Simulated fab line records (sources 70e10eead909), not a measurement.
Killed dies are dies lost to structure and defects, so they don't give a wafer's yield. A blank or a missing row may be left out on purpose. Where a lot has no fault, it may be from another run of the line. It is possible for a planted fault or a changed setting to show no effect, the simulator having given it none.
The same fault as seen by 2 desks -- flow nand harc -- each desk has only its own numbers; what lay behind them comes last

## THE METROLOGY DESK
What the gauges read, lot by lot, whatever tool the lot ran on: means of the sampled wafers that have a number. The brackets show how far a lot's mean lies from the usual mean; more than 4 standard deviations puts the lot out of limits, marked OUT.
Columns: A = cd nm at NHARC_A_CONTACT_CD_MEAS_42, usual 199.8 nm
lot,first seen here,A
L925,day 17 08:41,200.0
L926,day 17 09:23,199.6
L928,day 18 02:14,200.4
L927,day 18 11:33,199.9
L929,day 18 18:08,200.1
L930,day 18 20:04,199.9
L931,day 19 00:09,199.9
L932,day 19 03:26,199.6
L934,day 20 09:53,200.5
L935,day 20 15:20,200.0
L941,day 20 20:28,200.4
L936,day 22 08:52,198.9
L946,day 22 18:44,199.4
L947,day 22 20:52,199.2
Result from this desk: across the 14 lots, nothing is out of limits.

## DESK OF THE TOOL OWNER: rie metal-01
The tool's own readings at NHARC_A_WL_FILL_ETCHBACK_17 (etches the open film in Cl2/BCl3, target depth 4 nm, time 26.7 s): means of the sampled wafers that have a number, for each lot that ran on this tool. The brackets show how far a lot's mean lies from the usual mean; more than 4 standard deviations puts the lot out of limits, marked OUT.
Columns: A = drypump motor current A at NHARC_A_WL_FILL_ETCHBACK_17, usual 5.8 A; B = he backside leak sccm at NHARC_A_WL_FILL_ETCHBACK_17, usual 3.33 sccm; C = oes product au at NHARC_A_WL_FILL_ETCHBACK_17, usual 1.002 a.u.
lot,first seen here,A,B,C
L927,day 17 17:34,5.8,3.02,0.987
L930,day 18 03:14,5.7,3.59,0.984
L935,day 19 21:36,5.8,3.22,0.986
L936,day 21 06:43,5.8,3.19,1.008
L946,day 21 20:26,5.8,3.15,0.943 (-5.4) OUT
L947,day 22 00:43,5.8,3.21,0.950 (-4.7) OUT
This desk's finding: out of limits on L946, L947; first on L946, day 21 20:26 (oes product au at NHARC_A_WL_FILL_ETCHBACK_17). L927, L930, L935, L936 stayed within limits.

## TAKEN TOGETHER
An alarm could have come from the tool owner's desk at day 21 20:26, on L946, L947.
At the metrology desk, nothing out of limits was observed.
The metrology desk holds a record of L946, L947, inside its limits.
Of the lots named, all ran NHARC_A_WL_FILL_ETCHBACK_17 on rie metal-01.

## WHAT WAS PUT IN BY THE SIMULATOR
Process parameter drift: rie metal-01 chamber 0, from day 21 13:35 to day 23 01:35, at NHARC_A_WL_FILL_ETCHBACK_17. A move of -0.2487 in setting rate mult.
Shown lots that were struck: L946, L947.
Each desk's first reading out of limits, in hours after the fault started: the tool owner's desk, 7.
